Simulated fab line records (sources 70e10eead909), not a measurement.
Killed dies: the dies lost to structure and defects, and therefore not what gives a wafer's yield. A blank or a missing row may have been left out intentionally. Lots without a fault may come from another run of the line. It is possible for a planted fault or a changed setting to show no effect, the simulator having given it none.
Matching of chambers / flow nand-harc / NHARC_A_SLIT_ETCH_24 on rie-diel-10: 4 sister chambers
The step etches the open film in CF4/CHF3, target depth 121 nm, time 60.5 s. 20 wafers are shown with their chamber, then 10 later ones without.

== EACH WAFER AND ITS CHAMBER ==
wafer=L076.1; chamber=0; drypump-motor-current-A (A)=5.3; rf-vpp-V (V)=367.1; throttle-valve-pct (%)=16.799
wafer=L076.3; chamber=2; drypump-motor-current-A (A)=4.9; rf-vpp-V (V)=368.9; throttle-valve-pct (%)=16.802
wafer=L076.6; chamber=1; drypump-motor-current-A (A)=5.4; rf-vpp-V (V)=372.1; throttle-valve-pct (%)=16.806
wafer=L080.2; chamber=3; drypump-motor-current-A (A)=6.0; rf-vpp-V (V)=371.6; throttle-valve-pct (%)=16.807
wafer=L080.5; chamber=3; drypump-motor-current-A (A)=6.0; rf-vpp-V (V)=368.4; throttle-valve-pct (%)=16.800
wafer=L080.6; chamber=2; drypump-motor-current-A (A)=4.9; rf-vpp-V (V)=368.4; throttle-valve-pct (%)=16.797
wafer=L078.2; chamber=2; drypump-motor-current-A (A)=4.9; rf-vpp-V (V)=367.0; throttle-valve-pct (%)=16.800
wafer=L078.5; chamber=0; drypump-motor-current-A (A)=5.2; rf-vpp-V (V)=367.9; throttle-valve-pct (%)=16.792
wafer=L078.6; chamber=3; drypump-motor-current-A (A)=6.0; rf-vpp-V (V)=369.9; throttle-valve-pct (%)=16.798
wafer=L084.1; chamber=3; drypump-motor-current-A (A)=6.0; rf-vpp-V (V)=370.3; throttle-valve-pct (%)=16.800
wafer=L084.5; chamber=2; drypump-motor-current-A (A)=4.9; rf-vpp-V (V)=367.9; throttle-valve-pct (%)=16.830
wafer=L084.6; chamber=1; drypump-motor-current-A (A)=5.4; rf-vpp-V (V)=372.4; throttle-valve-pct (%)=16.801
wafer=L085.2; chamber=3; drypump-motor-current-A (A)=6.0; rf-vpp-V (V)=371.4; throttle-valve-pct (%)=16.811
wafer=L085.3; chamber=2; drypump-motor-current-A (A)=4.9; rf-vpp-V (V)=367.8; throttle-valve-pct (%)=16.796
wafer=L085.4; chamber=0; drypump-motor-current-A (A)=5.3; rf-vpp-V (V)=366.3; throttle-valve-pct (%)=16.804
wafer=L086.3; chamber=3; drypump-motor-current-A (A)=6.0; rf-vpp-V (V)=369.4; throttle-valve-pct (%)=16.814
wafer=L086.4; chamber=0; drypump-motor-current-A (A)=5.2; rf-vpp-V (V)=366.2; throttle-valve-pct (%)=16.772
wafer=L086.6; chamber=1; drypump-motor-current-A (A)=5.4; rf-vpp-V (V)=372.5; throttle-valve-pct (%)=16.806
wafer=L089.3; chamber=1; drypump-motor-current-A (A)=5.4; rf-vpp-V (V)=371.7; throttle-valve-pct (%)=16.792
wafer=L089.4; chamber=2; drypump-motor-current-A (A)=4.9; rf-vpp-V (V)=366.2; throttle-valve-pct (%)=16.791

SIGNATURES (averages over the wafers above)
reading=drypump-motor-current-A; chamber 0=5.250; chamber 1=5.400; chamber 2=4.900; chamber 3=6.000; scatter within a chamber=0.025
reading=rf-vpp-V; chamber 0=366.875; chamber 1=372.175; chamber 2=367.700; chamber 3=370.167; scatter within a chamber=0.948
reading=throttle-valve-pct; chamber 0=16.79175; chamber 1=16.80125; chamber 2=16.80267; chamber 3=16.80500; scatter within a chamber=0.0109
Rule: for each reading, subtract the chamber's mean from the wafer's reading, divide by that reading's scatter and square the result; add these up over the readings and take the root, which gives the wafer's distance from the chamber. The wafer belongs to the nearest chamber; if the next one is less than 2 further off, it can't be placed. The scatter is the square root of a quotient: the sum, over the shown wafers, of each reading's squared deviation from its chamber's mean, divided by wafers minus chambers.

== WAFERS MISSING THEIR CHAMBER ==
wafer=L089.5; drypump-motor-current-A (A)=5.2; rf-vpp-V (V)=366.4; throttle-valve-pct (%)=16.810
wafer=L091.2; drypump-motor-current-A (A)=6.0; rf-vpp-V (V)=371.4; throttle-valve-pct (%)=16.797
wafer=L091.3; drypump-motor-current-A (A)=5.4; rf-vpp-V (V)=370.5; throttle-valve-pct (%)=16.801
wafer=L091.4; drypump-motor-current-A (A)=5.2; rf-vpp-V (V)=367.6; throttle-valve-pct (%)=16.803
wafer=L096.1; drypump-motor-current-A (A)=5.4; rf-vpp-V (V)=371.4; throttle-valve-pct (%)=16.803
wafer=L096.3; drypump-motor-current-A (A)=5.2; rf-vpp-V (V)=368.2; throttle-valve-pct (%)=16.811
wafer=L096.5; drypump-motor-current-A (A)=6.0; rf-vpp-V (V)=370.0; throttle-valve-pct (%)=16.813
wafer=L097.2; drypump-motor-current-A (A)=5.4; rf-vpp-V (V)=372.5; throttle-valve-pct (%)=16.808
wafer=L097.3; drypump-motor-current-A (A)=4.9; rf-vpp-V (V)=364.7; throttle-valve-pct (%)=16.801
wafer=L097.4; drypump-motor-current-A (A)=5.2; rf-vpp-V (V)=366.4; throttle-valve-pct (%)=16.792

== EACH ONE'S CHAMBER ==
wafer=L089.5; from the rows above=0; in truth=0
wafer=L091.2; from the rows above=3; in truth=3
wafer=L091.3; from the rows above=1; in truth=1
wafer=L091.4; from the rows above=0; in truth=0
wafer=L096.1; from the rows above=1; in truth=1
wafer=L096.3; from the rows above=0; in truth=0
wafer=L096.5; from the rows above=3; in truth=3
wafer=L097.2; from the rows above=1; in truth=1
wafer=L097.3; from the rows above=2; in truth=2
wafer=L097.4; from the rows above=0; in truth=0
Placed correctly: 10 of 10. Can't be placed from these rows: 0. Wrongly placed: 0.
